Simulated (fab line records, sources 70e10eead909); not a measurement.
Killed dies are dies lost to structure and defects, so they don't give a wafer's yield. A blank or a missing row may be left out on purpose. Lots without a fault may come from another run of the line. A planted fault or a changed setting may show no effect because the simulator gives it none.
fab line records | flow nand_harc
record lots=24 wafers=72 last_day=25
route steps=1159 shown A_SGD_CUT@772 A_WL_FILL@832 A_CONTACT@842
lots that met no fault: from a run of the same line without faults
start_h: hours from the record's first day to the start of the lot's first wafer shown | wait_h: hours since the lot's step before | " the same as in the row above | L1.1+2: a row that stands for several wafers | - no value, or no start given | * or withheld: withheld | < > ~ a bound
route shown NAME@n: a module of which the file shows steps, and the number in the route of the first | usual: mean/standard deviation of fault-free wafers | same: alike in all rows | chamber/n: place in a boat | sites: the reading at each site | _std_site: their standard deviation | _edge_site: outer sites' mean less inner sites' | radius_mm: how far each site lies from the wafer's centre | mask NAME#n: copy n | behind: the tool/chamber that last shaped the wafer | hold: why the lot was held/for how many hours/how that ended | device: the transistor (n, p or np) that didn't switch | end of line: the same wafers' tests at the end of the route | a step without rows: its recipe alone | killed: dies lost to structure and defects at the first sort, not the wafer's yield | map: a wafer's dies, x killed, . not, _ none there
set.NAME: the setting as run; set.NAME@STEP: as run at that earlier step | model.NAME: the simulator's own value behind a step, which no gauge read
steps of the route over a sample of lots; a table a step, a row a wafer
services: from which hour (start_h, from the record's first day; less than 0 if before it) a tool's chamber was out of use, for how many hours, and why
## steps
# step NHARC_A_SGD_CUT_CMP_21
# recipe target_thk_nm=148.19
# usual motor_current_A=12.2/1.4 time_to_endpoint_s=49.5/2.2
# columns lot.wafer tool chamber start_h wait_h motor_current_A time_to_endpoint_s
L074.3 cmp-01 3 304.31 0.4 10.8 49.5
L074.6 " 0 " " 13.9 48.1
L074.5 " 1 " " 9.9 50.7
L075.3 cmp-03 2 317.76 0.4 12.1 52.1
L075.2 " 1 " " 14.4 48.5
L075.5 " 3 " " 13.5 48.8
L077.3 cmp-01 0 317.79 0.4 14.1 47.7
L077.2 " 1 " " 9.9 51.5
L077.5 " 3 " " 10.4 52.6
L076.2 cmp-03 1 323.91 0.4 14.2 47.6
L076.5 " 3 " " 12.8 50.1
L076.6 " 0 " " 11.7 51.1
L078.3 cmp-01 1 339.56 0.4 10.1 46.8
L078.2 " 2 " " 11.8 46.8
L078.6 " 0 " " 14.6 45.7
L079.1 cmp-03 3 343.50 0.4 13.3 51.1
L079.4 " 1 " " 13.8 48.3
L079.6 " 0 " " 11.1 49.4
L083.1 cmp-04 1 366.94 0.4 11.9 46.0
L083.2 " 0 " " 11.5 44.8
L083.5 " 1 " " 11.9 44.5
L080.4 cmp-01 1 366.96 0.4 10.3 50.1
L080.2 " 3 " " 11.1 49.9
L080.5 " 0 " " 13.9 50.3
L082.3 cmp-04 3 367.11 0.5 14.7 44.8
L082.4 " 0 " " 11.2 45.7
L082.2 " 1 " " 12.2 45.0
L081.4 cmp-01 3 367.11 0.5 9.9 49.1
L081.1 " 0 " " 13.4 52.6
L081.6 " 2 " " 12.1 53.7
L084.4 cmp-01 1 379.25 0.4 10.0 47.0
L084.2 " 2 " " 11.6 49.2
L084.1 " 3 " " 11.0 46.7
L085.3 cmp-03 0 387.55 0.4 11.7 50.4
L085.1 " 3 " " 13.2 52.5
L085.6 " 0 " " 11.2 50.8
L088.4 cmp-01 1 387.55 0.4 9.9 48.8
L088.2 " 3 " " 10.5 48.2
L088.1 " 0 " " 13.4 50.2
L087.1 cmp-04 2 387.57 0.4 11.6 49.2
L087.3 " 3 " " 14.6 47.2
L087.5 " 2 " " 11.7 47.1
L090.1 cmp-03 0 402.39 0.4 11.4 48.4
L090.4 " 2 " " 13.3 48.9
L090.6 " 0 " " 11.6 50.2
L086.3 cmp-01 3 402.44 0.4 11.3 48.5
L086.5 " 1 " " 10.0 49.9
L086.6 " 2 " " 12.2 50.9
L089.2 cmp-03 0 411.82 0.4 11.3 49.7
L089.4 " 1 " " 14.1 51.5
L089.5 " 0 " " 11.1 54.0
L093.4 cmp-03 3 415.69 0.4 12.4 50.3
L093.1 " 0 " " 11.8 50.0
L093.5 " 3 " " 12.7 48.3
L092.4 cmp-01 3 422.43 0.4 10.9 50.2
L092.3 " 1 " " 10.1 50.1
L092.1 " 2 " " 12.0 51.3
L091.2 cmp-03 3 422.43 0.4 12.2 50.3
L091.1 " 0 " " 11.9 53.8
L091.3 " 2 " " 13.3 52.2
L094.4 cmp-04 3 443.70 0.4 14.0 49.4
L094.2 " 2 " " 11.6 51.5
L094.6 " 0 " " 11.2 50.2
L097.1 cmp-01 1 443.70 0.4 9.6 47.8
L097.2 " 2 " " 11.7 49.2
L097.5 " 2 " " 11.9 48.2
L095.2 cmp-03 0 443.70 0.4 11.4 53.7
L095.6 " 0 " " 12.2 53.8
L095.5 " 1 " " 14.5 53.7
L096.1 cmp-01 0 448.55 0.4 13.8 51.0
L096.6 " 1 " " 10.0 47.7
L096.5 " 2 " " 12.3 48.4
# step NHARC_A_WL_FILL_ALD_19
# recipe target_thk_a=20 pulse_time_s=3 ald_cycles=100 temp_c=450 material=TiN
# usual heater_power_w=1086/110 precursor_pulse_height_rel=1.000/0.019
# same ald_cycles=100
# columns lot.wafer tool chamber start_h wait_h heater_power_w precursor_pulse_height_rel
L074.3 ald_metal-04 0 344.91 0.2 952 0.979
L074.5 " 1 " " 984 1.022
L074.6 " 2 " " 1043 1.004
L075.2 ald_metal-04 2 353.52 0.1 1035 1.007
L075.3 " 0 " " 988 0.997
L075.5 " 2 " " 1029 1.019
L077.2 ald_metal-03 2 353.52 0.1 1263 0.985
L077.3 " 0 " " 1052 1.005
L077.5 " 2 " " 1267 1.031
L076.2 ald_metal-03 1 365.10 0.1 918 1.013
L076.6 " 3 " " 1109 1.008
L076.5 " 0 " " 1080 1.029
L078.3 ald_metal-04 1 379.45 0.1 978 0.988
L078.2 " 0 " " 954 1.005
L078.6 " 2 " " 1022 0.988
L079.4 ald_metal-04 1 382.89 0.1 969 0.988
L079.1 " 2 " " 1030 1.008
L079.6 " 3 " " 1185 0.987
L083.2 ald_metal-03 3 411.27 0.1 1119 1.041
L083.1 " 0 " " 1063 1.047
L083.5 " 3 " " 1106 1.010
L081.1 ald_metal-01 3 411.29 0.1 1304 0.989
L081.4 " 1 " " 1082 0.988
L081.6 " 2 " " 1139 0.992
L080.4 ald_metal-01 3 411.41 0.2 1272 1.004
L080.2 " 0 " " 1055 1.012
L080.5 " 2 " " 1116 0.965
L082.4 ald_metal-01 2 415.23 0.1 1118 1.023
L082.2 " 3 " " 1279 0.975
L082.3 " 0 " " 1020 1.029
L084.4 ald_metal-04 3 418.29 0.1 1215 0.982
L084.1 " 0 " " 1014 1.003
L084.2 " 2 " " 1020 0.980
L088.1 ald_metal-04 2 424.24 0.1 1026 1.002
L088.4 " 3 " " 1229 1.026
L088.2 " 0 " " 974 1.007
L085.1 ald_metal-03 2 424.29 0.1 1257 0.991
L085.3 " 3 " " 1103 1.030
L085.6 " 1 " " 894 0.975
L087.1 ald_metal-01 1 424.32 0.1 1075 1.001
L087.3 " 3 " " 1313 1.038
L087.5 " 1 " " 1074 0.984
L090.4 ald_metal-04 3 447.80 0.1 1233 0.964
L090.1 " 0 " " 1004 1.023
L090.6 " 1 " " 1013 0.982
L086.3 ald_metal-03 1 447.85 0.2 900 0.989
L086.5 " 2 " " 1293 0.999
L086.6 " 3 " " 1121 0.999
L089.2 ald_metal-04 1 456.09 0.1 1018 0.993
L089.4 " 3 " " 1214 0.974
L089.5 " 1 " " 1000 0.987
L093.4 ald_metal-04 3 459.52 0.2 1199 0.988
L093.1 " 2 " " 1042 0.978
L093.5 " 3 " " 1232 0.980
L092.4 ald_metal-03 1 459.56 0.3 953 0.996
L092.1 " 2 " " 1303 0.978
L092.3 " 3 " " 1109 0.989
L091.3 ald_metal-04 0 459.66 0.3 999 1.005
L091.1 " 1 " " 1011 1.004
L091.2 " 2 " " 1022 0.999
L095.2 ald_metal-04 2 485.63 0.1 1064 0.988
L095.5 " 0 " " 1023 1.021
L095.6 " 1 " " 1000 1.001
L097.1 ald_metal-03 2 491.34 0.1 1267 1.006
L097.2 " 0 " " 1076 0.993
L097.5 " 2 " " 1295 1.008
L094.2 ald_metal-04 3 491.36 0.1 1201 0.990
L094.4 " 0 " " 997 0.992
L094.6 " 3 " " 1227 1.009
L096.1 ald_metal-03 0 495.51 0.2 1081 1.024
L096.5 " 1 " " 964 1.012
L096.6 " 2 " " 1286 1.005
# step NHARC_A_CONTACT_DEP_28
# recipe target_thk_a=36000 temp_c=400 material=aC
# usual throttle_valve_pct=35.000/0.0084
# columns lot.wafer tool chamber start_h wait_h throttle_valve_pct
L074.3 acl_dep-01 0 353.42 1.0 34.994
L074.5 " 0 " " 35.014
L074.6 " 0 " " 35.004
L075.2 acl_dep-01 0 363.59 3.8 34.998
L075.3 " 0 " " 35.005
L075.5 " 0 " " 35.003
L077.2 acl_dep-01 0 365.81 4.8 35.002
L077.3 " 0 " " 35.012
L077.5 " 0 " " 35.002
L076.2 acl_dep-03 0 374.06 2.6 34.995
L076.5 " 0 375.16 3.7 34.997
L076.6 " 0 " " 34.988
L078.2 acl_dep-03 0 386.34 0.4 34.985
L078.3 " 0 " " 34.989
L078.6 " 0 387.79 1.9 35.006
L079.1 acl_dep-02 0 392.28 0.1 35.000
L079.4 " 0 393.37 1.1 34.993
L079.6 " 0 " " 35.004
L081.1 acl_dep-02 0 419.40 1.7 35.000
L081.4 " 0 420.51 2.8 35.003
L081.6 " 0 " " 35.014
L083.1 acl_dep-01 0 422.09 0.1 35.009
L083.2 " 0 " " 34.996
L083.5 " 0 423.55 1.5 34.988
L080.2 acl_dep-03 0 426.72 0.4 35.000
L080.4 " 0 " " 35.008
L080.5 " 0 " " 34.992
L084.1 acl_dep-01 0 430.62 0.1 34.995
L084.2 " 0 " " 34.990
L084.4 " 0 " " 34.998
L082.2 acl_dep-03 0 430.83 0.6 35.007
L082.3 " 0 " " 35.009
L082.4 " 0 " " 35.011
L088.1 acl_dep-03 0 437.67 0.4 35.003
L088.2 " 0 " " 35.002
L088.4 " 0 " " 35.002
L085.1 acl_dep-01 0 439.10 1.4 35.006
L085.3 " 0 " " 35.003
L085.6 " 0 440.94 3.2 34.997
L087.1 acl_dep-02 0 441.75 0.2 35.004
L087.3 " 0 " " 34.997
L087.5 " 0 " " 35.009
L086.3 acl_dep-02 0 456.19 1.4 35.000
L086.5 " 0 " " 35.000
L086.6 " 0 " " 35.007
L090.1 acl_dep-02 0 459.52 1.2 35.000
L090.4 " 0 460.62 2.3 35.005
L090.6 " 0 " " 34.996
L089.2 acl_dep-03 0 462.88 0.4 34.995
L089.4 " 0 " " 35.006
L089.5 " 0 " " 35.006
L093.1 acl_dep-02 0 467.20 0.1 34.994
L093.4 " 0 468.30 1.2 35.007
L093.5 " 0 " " 34.987
L092.1 acl_dep-03 0 472.36 0.8 34.988
L092.3 " 0 " " 35.008
L092.4 " 0 " " 34.992
L091.1 acl_dep-02 0 476.15 0.4 34.996
L091.2 " 0 " " 35.019
L091.3 " 0 " " 34.994
L095.2 acl_dep-01 0 497.42 0.4 34.997
L095.5 " 0 498.53 1.5 34.992
L095.6 " 0 " " 35.013
L097.1 acl_dep-02 0 498.50 0.1 35.001
L097.2 " 0 " " 34.992
L097.5 " 0 499.97 1.6 35.015
L094.2 acl_dep-01 0 501.88 0.4 34.994
L094.4 " 0 " " 35.000
L094.6 " 0 " " 35.000
L096.1 acl_dep-02 0 507.37 0.1 35.013
L096.5 " 0 508.84 1.5 35.022
L096.6 " 0 " " 35.004
# step NHARC_A_CONTACT_CD_MEAS_42
# recipe target_cd_nm=200 landing_energy_ev=500
# usual cd_nm=200.1/0.39
# columns lot.wafer tool chamber start_h wait_h cd_nm
L074.3 cd_sem-01 0 355.63 - 200.4
L074.5 " 0 " " 199.5
L074.6 " 0 " " 200.2
L075.2 cd_sem-03 0 366.17 - 200.7
L075.3 " 0 " " 199.8
L075.5 " 0 " " 200.0
L077.2 cd_sem-01 0 368.35 - 200.2
L077.3 " 0 " " 200.2
L077.5 " 0 " " 200.6
L076.2 cd_sem-02 0 376.65 - 200.2
L076.5 " 0 " " 199.6
L076.6 " 0 " " 199.9
L078.2 cd_sem-03 0 388.90 - 200.3
L078.3 " 0 " " 200.4
L078.6 " 0 " " 200.4
L079.1 cd_sem-03 0 395.21 - 200.1
L079.4 " 0 " " 199.9
L079.6 " 0 " " 200.0
L081.1 cd_sem-03 0 422.38 - 200.3
L081.4 " 0 " " 200.9
L081.6 " 0 " " 200.8
L083.1 cd_sem-02 0 425.02 - 200.4
L083.2 " 0 " " 199.6
L083.5 " 0 " " 199.7
L080.2 cd_sem-02 0 429.18 - 199.8
L080.4 " 0 " " 199.7
L080.5 " 0 " " 200.2
L082.2 cd_sem-01 0 433.39 - 199.9
L082.3 " 0 " " 199.8
L082.4 " 0 " " 199.6
L084.1 cd_sem-02 0 433.59 - 200.3
L084.2 " 0 " " 200.1
L084.4 " 0 " " 200.1
L088.1 cd_sem-03 0 440.48 - 200.0
L088.2 " 0 " " 199.3
L088.4 " 0 " " 200.2
L085.1 cd_sem-03 0 441.93 - 199.5
L085.3 " 0 " " 200.5
L085.6 " 0 " " 200.1
L087.1 cd_sem-01 0 444.56 - 199.0
L087.3 " 0 " " 199.8
L087.5 " 0 " " 200.3
L086.3 cd_sem-01 0 458.42 - 200.2
L086.5 " 0 " " 199.3
L086.6 " 0 " " 199.4
L090.1 cd_sem-01 0 462.46 - 200.5
L090.4 " 0 " " 200.0
L090.6 " 0 " " 200.0
L089.2 cd_sem-03 0 465.46 - 200.0
L089.4 " 0 " " 199.9
L089.5 " 0 " " 199.6
L093.1 cd_sem-01 0 470.15 - 200.1
L093.4 " 0 " " 200.2
L093.5 " 0 " " 200.2
L092.1 cd_sem-01 0 475.24 - 199.9
L092.3 " 0 " " 200.5
L092.4 " 0 " " 199.7
L091.1 cd_sem-03 0 478.94 - 200.6
L091.2 " 0 " " 200.6
L091.3 " 0 " " 200.0
L095.2 cd_sem-01 0 500.07 - 199.9
L095.5 " 0 " " 199.8
L095.6 " 0 " " 200.0
L097.1 cd_sem-03 0 501.45 - 200.5
L097.2 " 0 " " 200.7
L097.5 " 0 " " 200.9
L094.2 cd_sem-02 0 504.57 - 200.0
L094.4 " 0 " " 200.5
L094.6 " 0 " " 200.7
L096.1 cd_sem-03 0 510.32 - 200.3
L096.5 " 0 " " 200.1
L096.6 " 0 " " 199.9
# step NHARC_A_CONTACT_ETCH_113
# recipe source_w=withheld pressure_mtorr=20 bias_v=3000 time_s=94 target_depth_a=9220 ar_flow_sccm=withheld c4f8_flow_sccm=withheld o2_flow_sccm=withheld chemistry=C4F8/O2/Ar
# usual oes_air_line_au=1.001/0.017
# columns lot.wafer tool chamber start_h wait_h oes_air_line_au rf_hours_counter_h
L074.3 har_cap_etch-01 0 357.57 0.1 0.973 -
L074.5 " 1 " " 0.990 -
L074.6 " 0 " " 1.021 -
L075.2 har_cap_etch-01 1 367.93 0.1 0.989 56
L075.3 " 1 " " 1.016 -
L075.5 " 1 " " 1.021 -
L077.2 har_cap_etch-03 1 370.09 0.1 0.981 83
L077.3 " 0 " " 1.002 -
L077.5 " 0 " " 1.011 -
L076.2 har_cap_etch-03 1 378.57 0.1 0.973 85
L076.6 " 0 " " 1.021 -
L076.5 " 1 " " 1.015 -
L078.2 har_cap_etch-02 1 390.65 0.1 1.025 13
L078.3 " 1 " " 1.003 -
L078.6 " 0 " " 1.013 -
L079.1 har_cap_etch-03 1 396.97 0.1 0.984 87
L079.4 " 1 " " 0.972 -
L079.6 " 1 " " 0.990 -
L081.1 har_cap_etch-01 0 424.13 0.1 0.999 64
L081.4 " 0 " " 1.048 -
L081.6 " 1 " " 0.991 -
L083.2 har_cap_etch-03 0 426.75 0.1 1.007 90
L083.1 " 1 " " 0.972 90
L083.5 " 1 " " 1.005 -
L080.2 har_cap_etch-02 1 430.94 0.1 1.002 16
L080.4 " 1 " " 1.003 -
L080.5 " 1 " " 0.999 -
L082.2 har_cap_etch-02 0 435.13 0.1 0.988 17
L082.3 " 0 " " 0.968 -
L082.4 " 1 " " 0.996 -
L084.2 har_cap_etch-01 0 435.42 0.1 1.021 67
L084.1 " 1 " " 1.025 67
L084.4 " 1 " " 1.010 -
L088.1 har_cap_etch-02 0 442.27 0.1 0.998 19
L088.2 " 1 " " 0.964 19
L088.4 " 0 " " 0.993 -
L085.1 har_cap_etch-03 1 443.80 0.1 1.020 94
L085.3 " 0 " " 0.993 -
L085.6 " 1 " " 1.000 -
L087.1 har_cap_etch-03 1 446.71 0.1 1.018 95
L087.3 " 1 " " 1.004 -
L087.5 " 0 " " 0.988 -
L086.3 har_cap_etch-01 1 460.19 0.1 1.020 -
L086.5 " 1 " " 1.016 -
L086.6 " 0 " " 1.028 -
L090.1 har_cap_etch-02 1 464.34 0.1 1.005 25
L090.4 " 1 " " 1.004 -
L090.6 " 0 " " 0.990 -
L089.2 har_cap_etch-03 1 467.73 0.1 1.007 98
L089.4 " 0 " " 1.016 -
L089.5 " 0 " " 1.000 -
L093.1 har_cap_etch-01 0 472.55 0.1 0.990 76
L093.4 " 0 " " 1.000 -
L093.5 " 1 " " 0.990 -
L092.1 har_cap_etch-01 1 477.00 0.1 0.982 77
L092.3 " 0 " " 0.989 -
L092.4 " 1 " " 0.974 -
L091.2 har_cap_etch-01 0 480.67 0.1 1.014 78
L091.1 " 1 " " 1.012 78
L091.3 " 1 " " 1.017 -
L095.2 har_cap_etch-03 1 501.84 0.1 0.987 103
L095.6 " 0 " " 1.030 -
L095.5 " 1 " " 1.005 -
L097.1 har_cap_etch-02 1 503.29 0.1 1.005 32
L097.2 " 0 " " 0.982 32
L097.5 " 0 " " 1.012 -
L094.2 har_cap_etch-01 0 506.32 0.1 0.985 81
L094.4 " 1 " " 1.030 -
L094.6 " 1 " " 1.011 -
L096.1 har_cap_etch-01 1 512.08 0.1 0.976 82
L096.6 " 0 " " 1.011 -
L096.5 " 1 " " 0.990 -
# step NHARC_A_CONTACT_ETCH_115
# recipe source_w=withheld pressure_mtorr=20 bias_v=3000 time_s=94 target_depth_a=9220 ar_flow_sccm=withheld c4f8_flow_sccm=withheld o2_flow_sccm=withheld chemistry=C4F8/O2/Ar
# usual oes_air_line_au=1.004/0.019
# columns lot.wafer tool chamber start_h wait_h oes_air_line_au rf_hours_counter_h
L074.3 har_cap_etch-01 0 357.76 0.1 1.008 -
L074.5 " 1 " " 1.005 -
L074.6 " 0 " " 1.001 -
L075.2 har_cap_etch-01 1 368.12 0.1 1.007 57
L075.3 " 1 " " 0.990 -
L075.5 " 1 " " 0.997 -
L077.2 har_cap_etch-03 1 370.27 0.1 1.007 83
L077.3 " 0 " " 1.032 -
L077.5 " 0 " " 0.998 -
L076.2 har_cap_etch-03 1 378.82 0.1 0.991 85
L076.6 " 0 " " 1.002 -
L076.5 " 1 " " 0.971 -
L078.2 har_cap_etch-02 1 390.83 0.1 0.994 13
L078.3 " 1 " " 1.027 -
L078.6 " 0 " " 0.992 -
L079.1 har_cap_etch-03 1 397.15 0.1 1.018 88
L079.4 " 1 " " 1.001 -
L079.6 " 1 " " 1.004 -
L081.1 har_cap_etch-01 0 424.31 0.1 0.986 65
L081.4 " 0 " " 0.992 -
L081.6 " 1 " " 0.992 -
L083.2 har_cap_etch-03 0 426.94 0.1 1.009 90
L083.1 " 1 " " 0.992 90
L083.5 " 1 " " 0.984 -
L080.2 har_cap_etch-02 1 431.12 0.1 0.947 16
L080.4 " 1 " " 0.967 -
L080.5 " 1 " " 0.966 -
L082.2 har_cap_etch-02 0 435.31 0.1 0.992 17
L082.3 " 0 " " 0.987 -
L082.4 " 1 " " 0.992 -
L084.2 har_cap_etch-01 0 435.60 0.1 1.007 67
L084.1 " 1 " " 1.020 67
L084.4 " 1 " " 0.977 -
L088.1 har_cap_etch-02 0 442.45 0.1 1.012 19
L088.2 " 1 " " 1.000 19
L088.4 " 0 " " 1.006 -
L085.1 har_cap_etch-03 1 444.04 0.1 0.974 94
L085.3 " 0 " " 1.005 -
L085.6 " 1 " " 0.986 -
L087.1 har_cap_etch-03 1 446.89 0.1 1.002 95
L087.3 " 1 " " 1.043 -
L087.5 " 0 " " 0.991 -
L086.3 har_cap_etch-01 1 460.38 0.1 0.999 -
L086.5 " 1 " " 0.993 -
L086.6 " 0 " " 1.009 -
L090.1 har_cap_etch-02 1 464.53 0.1 0.999 25
L090.4 " 1 " " 0.992 -
L090.6 " 0 " " 0.999 -
L089.2 har_cap_etch-03 1 467.97 0.1 0.980 99
L089.4 " 0 " " 1.003 -
L089.5 " 0 " " 1.022 -
L093.1 har_cap_etch-01 0 472.73 0.1 1.009 76
L093.4 " 0 " " 1.014 -
L093.5 " 1 " " 0.991 -
L092.1 har_cap_etch-01 1 477.18 0.1 1.014 77
L092.3 " 0 " " 1.014 -
L092.4 " 1 " " 1.009 -
L091.2 har_cap_etch-01 0 480.85 0.1 1.028 78
L091.1 " 1 " " 0.995 78
L091.3 " 1 " " 0.982 -
L095.2 har_cap_etch-03 1 502.03 0.1 1.027 103
L095.6 " 0 " " 1.004 -
L095.5 " 1 " " 1.003 -
L097.1 har_cap_etch-02 1 503.54 0.1 1.014 33
L097.2 " 0 " " 0.994 33
L097.5 " 0 " " 1.016 -
L094.2 har_cap_etch-01 0 506.50 0.1 1.013 81
L094.4 " 1 " " 1.012 -
L094.6 " 1 " " 1.010 -
L096.1 har_cap_etch-01 1 512.26 0.1 1.031 82
L096.6 " 0 " " 1.015 -
L096.5 " 1 " " 1.018 -
## services
# columns tool chamber start_h hours kind
cmp-01 - 288.97 7.4 repair
acl_dep-01 - 293.72 13.0 pm
cmp-01 - 300.09 4.0 pm
har_cap_etch-02 - 305.27 17.0 pm
cmp-01 - 313.71 0.3 repair
cmp-03 - 316.62 0.7 repair
ald_metal-03 - 322.00 10.0 pm
cmp-01 - 327.60 0.9 repair
ald_metal-03 - 332.21 0.8 repair
acl_dep-02 - 349.60 13.0 pm
cmp-03 - 352.09 4.0 pm
cmp-03 - 356.86 2.2 repair
cmp-03 - 365.61 2.2 repair
cmp-01 - 383.21 0.2 repair
ald_metal-03 0 385.25 9.9 repair
cmp-01 - 398.15 4.0 pm
ald_metal-04 - 406.00 10.0 pm
cmp-03 - 408.06 3.0 repair
cmp-01 - 434.06 0.8 repair
ald_metal-04 1 434.95 4.0 repair
cmp-01 - 447.12 0.3 repair
cmp-03 - 450.09 4.0 pm
cmp-01 - 496.17 4.0 pm
cmp-03 - 497.25 1.6 repair
## key
fault none
